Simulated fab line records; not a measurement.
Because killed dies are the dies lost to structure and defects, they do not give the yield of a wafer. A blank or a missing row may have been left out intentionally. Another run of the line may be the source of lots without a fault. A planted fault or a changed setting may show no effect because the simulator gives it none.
Chamber matching    flow n5_finfet    N5_MOL_CONTACT_COAG_DESCUM_45 on rie_diel-02: 4 sister chambers
The step chemistry O2, time 7 s. 4 wafers are shown with their chamber, then 8 later ones without.

## WAFERS, EACH WITH ITS CHAMBER
wafer   chamber  showerhead_plenum_p_Torr (Torr)
L083.6  0        2.08
L090.3  1        2.03
L090.5  3        2.19
L091.1  2        2.04

## WAFERS MISSING THEIR CHAMBER
wafer   showerhead_plenum_p_Torr (Torr)
L091.2  2.07
L091.3  2.03
L091.4  2.19
L091.5  2.03
L091.6  2.04
L094.1  2.04
L094.5  2.19
L094.6  2.07

## THE CHAMBER EACH PASSED THROUGH
wafer   from the rows above  in truth
L091.2  0                    0
L091.3  1                    1
L091.4  3                    3
L091.5  1                    1
L091.6  2                    2
L094.1  2                    2
L094.5  3                    3
L094.6  0                    0
Correct placement for 8 of the 8. Left unplaced by these rows: 0. Wrongly placed: 0.
How it was worked out, from the rows above alone: a wafer's distance from a chamber is the root of the sum, over the readings, of the square of ((its reading less the chamber's mean) divided by the reading's scatter). If the next closest chamber is less than 2 further off than the closest, the wafer can't be placed; otherwise it belongs to the closest. Each chamber's mean is taken over the wafers shown for it. The scatter: root of mean squared gap, hidden wafer to nearest shown wafer, with one shown wafer a chamber.
